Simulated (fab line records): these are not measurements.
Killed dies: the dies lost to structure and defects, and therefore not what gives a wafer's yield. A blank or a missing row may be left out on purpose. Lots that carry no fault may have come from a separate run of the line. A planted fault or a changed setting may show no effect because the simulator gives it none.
Struck lot and sound lot, side by side	flow nand-harc	13 out of 1159 route steps
Sound: these wafers, L247.3, L247.4, L247.5. Struck: wafer L263.4. (L263.1, L263.2 of the same lot were not struck and are left out.) The cause comes at the end.
For every step that has rows: the tool of each side, followed by ch and its chambers, followed by its first start. Under that, the readings that differ: sound wafers	struck wafers	difference of the means	sigmas: that difference in standard deviations of wafers without a fault.
alike: readings with means less than 2 such deviations apart, plus words and numbers identical on both sides. not compared: withheld readings, readings lacking a value on some wafer, bounds such as >300 that could conceal the same value, and numbers that have no deviation in the record and whose values overlap.
The two part at a step that has a row with sigmas, a row that says differs or no value, or rows on one side only. Non-overlapping numbers with no deviation appear without sigmas and do not part them. A reading missing from all wafers of one side parts the sides only when that side holds two or more wafers.

NHARC_A_STAIRCASE_DEP_417: deposits Si3N4, target thk 60 nm.
  sound on pecvd-04 ch 0,1,2, day 12 10:32; struck on pecvd-02 ch 2, day 16 10:29
  alike: heater-power-w, rf-fwd-power-W, showerhead-vpp-V
then, 3 steps without rows for these wafers: NHARC_A_STAIRCASE_WET_418 (chemistry H3PO4, target depth 20 nm); NHARC_A_STAIRCASE_PRECLEAN_419 (cleans in SC1); NHARC_A_STAIRCASE_SRD_421.
NHARC_A_STAIRCASE_ALD_420: deposits SiO2, target thk 20 nm, pulse time 6 s, ald cycles 200.
  sound on ald-hk-02 ch 0,2, day 12 14:23; struck on ald-hk-03 ch 0, day 16 14:16
  alike: heater-power-w, precursor-pulse-height-rel
then, 1 step without rows for these wafers: NHARC_A_STAIRCASE_CVD_552 (deposits SiNx, target thk 40 nm).
NHARC_A_STAIRCASE_DEP_151: deposits SiO2, target thk 3800 nm.
  sound on pecvd-04 ch 0,1, day 12 22:37; struck on pecvd-02 ch 1, day 16 23:29
  alike: heater-power-w, rf-fwd-power-W
then, 1 step without rows for these wafers: NHARC_A_STAIRCASE_ANNEAL_320 (time 1800 s).
NHARC_A_STAIRCASE_DEP_322: deposits SiO2, target thk 3800 nm.
  sound on pecvd-04 ch 0,1, day 13 07:41; struck on pecvd-04 ch 2, day 17 06:38
  alike: heater-power-w, rf-fwd-power-W
then, 1 step without rows for these wafers: NHARC_A_STAIRCASE_ANNEAL_323 (time 1800 s).
NHARC_A_STAIRCASE_DEP_325: deposits SiO2, target thk 3800 nm.
  sound on pecvd-01 ch 0,1, day 13 14:57; struck on pecvd-02 ch 1, day 17 13:38
reading	sound	struck	difference	sigmas
rf-fwd-power-W (W)	501.4 498.7 499.6	561.2	+61.3	+38
  alike: heater-power-w
then, 2 steps without rows for these wafers: NHARC_A_STAIRCASE_ANNEAL_326 (time 1800 s); NHARC_END_SORT_01.

## WHERE THEY PART
NHARC_A_STAIRCASE_DEP_325 only, going by this record.

WHY: whatever the simulator had introduced
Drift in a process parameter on pecvd-02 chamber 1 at NHARC_A_STAIRCASE_DEP_325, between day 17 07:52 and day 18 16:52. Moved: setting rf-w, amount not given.
